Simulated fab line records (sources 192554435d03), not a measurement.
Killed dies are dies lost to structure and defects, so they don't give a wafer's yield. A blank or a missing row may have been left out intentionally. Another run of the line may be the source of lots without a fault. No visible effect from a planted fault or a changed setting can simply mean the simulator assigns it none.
Chamber matching + flow n5Finfet + N5_BEOL_M15_DEP_53 on pecvd-04: 3 sister chambers
The step deposits SiCN from 3MS/NH3, target thk 50 nm, time 17.8 s. 3 wafers are shown with their chamber, then 7 later ones without.

WAFERS, EACH WITH ITS CHAMBER
| wafer  | chamber | showerheadPlenumPTorr (Torr) |
|--------|---------|------------------------------|
| L079.5 | 1       | 4.125                        |
| L082.4 | 0       | 4.206                        |
| L082.5 | 2       | 4.135                        |

WAFERS WITHOUT THEIR CHAMBER
| wafer  | showerheadPlenumPTorr (Torr) |
|--------|------------------------------|
| L082.6 | 4.204                        |
| L088.1 | 4.196                        |
| L088.2 | 4.123                        |
| L088.4 | 4.130                        |
| L097.1 | 4.137                        |
| L097.2 | 4.202                        |
| L097.5 | 4.114                        |

EACH ONE'S CHAMBER
| wafer  | from the rows above     | in truth |
|--------|-------------------------|----------|
| L082.6 | 0                       | 0        |
| L088.1 | 0                       | 0        |
| L088.2 | can't be placed: 1 or 2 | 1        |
| L088.4 | can't be placed: 1 or 2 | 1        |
| L097.1 | can't be placed: 2 or 1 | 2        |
| L097.2 | 0                       | 0        |
| L097.5 | can't be placed: 1 or 2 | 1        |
Placed correctly: 3 of 7. Not placeable from these rows: 4 (in 4, the candidates include the true chamber). Number placed wrongly: 0.
How it was worked out, from the rows above alone: a wafer's distance from a chamber is the root of the sum, over the readings, of the square of ((its reading less the chamber's mean) divided by the reading's scatter). The wafer belongs to the nearest chamber; if the next one is less than 2 further off, it can't be placed. A chamber's mean is the mean of its shown wafers. The scatter: with one shown wafer a chamber, the root of the mean of the squares of how far each hidden wafer lies from its nearest shown one.
